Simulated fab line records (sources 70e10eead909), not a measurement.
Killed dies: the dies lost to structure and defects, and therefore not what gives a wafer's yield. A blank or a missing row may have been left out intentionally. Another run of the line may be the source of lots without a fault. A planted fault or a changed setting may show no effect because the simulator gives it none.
Matching of chambers ; flow nand-harc ; NHARC_P_M0_DESCUM_14 on rie-diel-03 has 4 sister chambers
The step chemistry O2, time 3 s. 4 wafers are shown with their chamber, then 11 later ones without.

## EACH WAFER AND ITS CHAMBER
wafer;chamber;drypump-motor-current-A (A)
L085.2;1;5.6
L086.1;2;6.4
L086.5;0;5.4
L088.1;3;5.3

## WAFERS WITH NO CHAMBER GIVEN
wafer;drypump-motor-current-A (A)
L088.2;6.3
L088.4;5.6
L088.3;5.4
L088.5;5.4
L088.6;5.3
L096.1;5.4
L096.3;5.6
L096.5;6.4
L096.2;5.3
L096.4;6.3
L096.6;5.6

## CHAMBER TAKEN BY EACH
wafer;from the rows above;in truth
L088.2;2;2
L088.4;1;1
L088.3;0;0
L088.5;0;0
L088.6;3;3
L096.1;0;0
L096.3;1;1
L096.5;2;2
L096.2;3;3
L096.4;2;2
L096.6;1;1
11 of 11 placed correctly. From these rows, 0 cannot be placed. 0 placed wrongly.
How it was worked out, from the rows above alone: a wafer's distance from a chamber is the root of the sum, over the readings, of the square of ((its reading less the chamber's mean) divided by the reading's scatter). The wafer belongs to the nearest chamber; if the next one is less than 2 further off, it can't be placed. For every chamber, the mean is computed from those of its wafers that are shown. The scatter: root of mean squared gap, hidden wafer to nearest shown wafer, with one shown wafer a chamber.
